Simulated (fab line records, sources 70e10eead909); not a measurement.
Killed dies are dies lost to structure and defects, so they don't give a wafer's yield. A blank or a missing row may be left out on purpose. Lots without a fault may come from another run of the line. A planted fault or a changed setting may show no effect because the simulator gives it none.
Chamber matching | flow nand_harc | NHARC_THIN_TSV_ETCHBACK_48 on rie_diel-10: 4 sister chambers
The step etches the open film in C4F8/Ar, target depth 1028.5 nm, time 405.17 s. 8 wafers are shown with their chamber, then 8 later ones without.

WAFERS WITH THEIR CHAMBER
wafer  | chamber | rf_vpp_V (V) | oes_product_au (a.u.)
L129.1 | 3       | 546          | 0.93
L129.5 | 0       | 547          | 0.91
L131.4 | 0       | 546          | 0.91
L131.5 | 1       | 552          | 0.93
L132.3 | 1       | 552          | 0.93
L132.4 | 3       | 544          | 0.92
L132.6 | 2       | 545          | 0.92
L137.2 | 2       | 543          | 0.91

WAFERS WITHOUT THEIR CHAMBER
wafer  | rf_vpp_V (V) | oes_product_au (a.u.)
L137.3 | 552          | 0.93
L137.5 | 544          | 0.92
L139.2 | 546          | 0.92
L139.4 | 546          | 0.90
L139.5 | 551          | 0.92
L145.4 | 551          | 1.00
L145.5 | 545          | 0.99
L145.6 | 545          | 0.99

WHICH CHAMBER EACH WENT THROUGH
wafer  | from the rows above          | in truth
L137.3 | 1                            | 1
L137.5 | can't be placed: 2 or 3      | 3
L139.2 | can't be placed: 3 or 0 or 2 | 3
L139.4 | can't be placed: 0 or 2      | 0
L139.5 | 1                            | 1
L145.4 | can't be placed: 1 or 3      | 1
L145.5 | can't be placed: 3 or 1      | 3
L145.6 | can't be placed: 3 or 1      | 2
Placed correctly: 2 of 8. Can't be placed from these rows: 6 (the true chamber is among the candidates in 5). Placed wrongly: 0.
How it was worked out, from the rows above alone: a wafer's distance from a chamber is the root of the sum, over the readings, of the square of ((its reading less the chamber's mean) divided by the reading's scatter). The wafer belongs to the nearest chamber; if the next one is less than 2 further off, it can't be placed. A chamber's mean is the mean of its shown wafers. The scatter: the root of (the sum of the squares of (reading less its chamber's mean) over the shown wafers, divided by (wafers less chambers)).
